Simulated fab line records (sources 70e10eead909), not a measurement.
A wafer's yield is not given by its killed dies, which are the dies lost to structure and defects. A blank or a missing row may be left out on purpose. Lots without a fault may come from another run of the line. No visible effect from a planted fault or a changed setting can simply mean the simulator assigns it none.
Problem report, 8D (eight disciplines) form, completed by code | flow nand_harc | the parts of the form that need people (team, actions taken, sign-off) are left out

## 1. WHAT IS WRONG
Mean of heater_power_total_W at NHARC_A_BLC_SOFTBAKE_05: 207.96 W across 6 wafers in 2 lots; on wafers with no fault it is 188.46 W (standard deviation 0.13). That is +99 or more standard deviations from the usual mean.
The step: time 55 s.
Seen first at day 19 06:00 on litho_track-06, wafer L191.1. Wafers with a number at this step in the record: 39, from 13 lots. Rule for "out" (also "out of limits"): further than 4 standard deviations from the usual mean. Any other wafer with a number is counted as sound.

## 2. WHAT IT IS; WHAT IT IS NOT
question                    | is                     | is not
which readings at this step | heater_power_total_W   | -
which lots                  | L190, L191             | L183, L184, L185, L186, L187, L195, L200, L201, L204, L205, L206
which wafers of those lots  | all that have a number | -
read on which tools         | litho_track-06         | litho_track-01, litho_track-04
when                        | from day 19 06:00      | up to then (15 sound wafers); but 18 sound wafers of L195, L200, L201, L204, L205, L206 came after

## 3. WHAT RULES OUT EACH SUSPECT
Counting: a tool at any process step up to the reading remains a suspect when it ran all the lots that are out and ran no sound lot after the first of those.
- rie_diel-06 at NHARC_A_CONTACT_ETCH_31 (etches the open film in O2/COS, target depth 2000 nm, time 520 s): ruled out as a lasting fault. After its first lot that is out, L191 (day 19 04:53), sound lots L204, L206, L205 ran on it. NHARC_A_CONTACT_ETCH_31: start missing for some lots; hours and lot order therefore follow NHARC_A_CONTACT_ALD_18.
- litho_track-06 at NHARC_A_BLC_SOFTBAKE_05 (time 55 s): ruled out as a lasting fault. After its first lot that is out, L191 (day 19 06:00), sound lots L201, L206, L205 ran on it.
Left after counting: nothing in the record.

## 4. THE CAUSE (what the simulator had put in)
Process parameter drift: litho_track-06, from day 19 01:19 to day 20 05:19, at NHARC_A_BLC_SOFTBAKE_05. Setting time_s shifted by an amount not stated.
Counting ruled it out, wrongly.

## 5. THE CHAIN OF EFFECTS, in route order
One row per reading whose mean, taken over the struck wafers that have a number, lies over 3 standard deviations from the usual. Only readings whose record carries a usual standard deviation are examined. hours: median over the lots of the time between each lot's start at the first step of this table that gives one and its start at this step. sigmas: the change, counted in usual standard deviations.
hours | step                    | reading              | usual    | on struck wafers | change | sigmas
0     | NHARC_A_BLC_SOFTBAKE_05 | heater_power_total_W | 188.46 W | 207.96           | +19.50 | +99 or more
Here are the process steps it includes:
- NHARC_A_BLC_SOFTBAKE_05: time 55 s.

## 6. HOW IT WOULD HAVE BEEN CAUGHT EARLIER
In this record the first reading out of limits was taken at day 19 06:00, 5 hours after the fault began at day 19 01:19.
